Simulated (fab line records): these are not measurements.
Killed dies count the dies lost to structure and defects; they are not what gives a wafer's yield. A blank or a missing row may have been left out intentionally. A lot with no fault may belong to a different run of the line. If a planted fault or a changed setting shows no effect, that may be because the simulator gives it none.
Chamber matching -- flow n5Finfet -- cvdCo-01 running N5_BEOL_M2_CO_CAP_55: 3 sister chambers
The step material Co, precursor CCTBA/H2, target thk 2 nm, time 102.1 s. 14 wafers are shown with their chamber, then 6 later ones without.

== EACH WAFER AND ITS CHAMBER ==
wafer,chamber,heaterPowerW (W),runLengthS (s)
L130.2,1,218,125.4
L130.5,0,234,125.3
L130.6,1,221,125.2
L131.2,2,189,123.9
L131.4,2,196,123.6
L131.6,1,218,125.0
L133.1,2,191,123.7
L133.4,2,196,124.2
L136.1,0,240,125.3
L148.3,2,194,124.2
L148.4,0,245,125.0
L148.6,2,194,123.7
L147.1,1,221,125.4
L147.4,0,247,124.9

SIGNATURES (means of the wafers above)
reading,chamber 0,chamber 1,chamber 2,scatter within a chamber
heaterPowerW,241.50,219.50,193.33,3.68
runLengthS,125.125,125.250,123.883,0.231
Rule: a wafer lies at a distance from a chamber equal to the root of the sum of squares, over the readings, of (its reading less the chamber's mean, divided by the reading's scatter). The wafer belongs to the nearest chamber; if the next one is less than 2 further off, it can't be placed. The scatter: the root of (the sum of the squares of (reading less its chamber's mean) over the shown wafers, divided by (wafers less chambers)).

== WAFERS WITH NO CHAMBER GIVEN ==
wafer,heaterPowerW (W),runLengthS (s)
L147.5,212,125.6
L149.1,192,123.6
L149.4,187,123.7
L150.1,240,125.3
L150.3,213,125.4
L150.6,241,125.6

== EACH ONE'S CHAMBER ==
wafer,from the rows above,in truth
L147.5,1,1
L149.1,2,2
L149.4,2,2
L150.1,0,0
L150.3,1,1
L150.6,0,0
6 of 6 placed correctly. Can't be placed from these rows: 0. Number placed wrongly: 0.
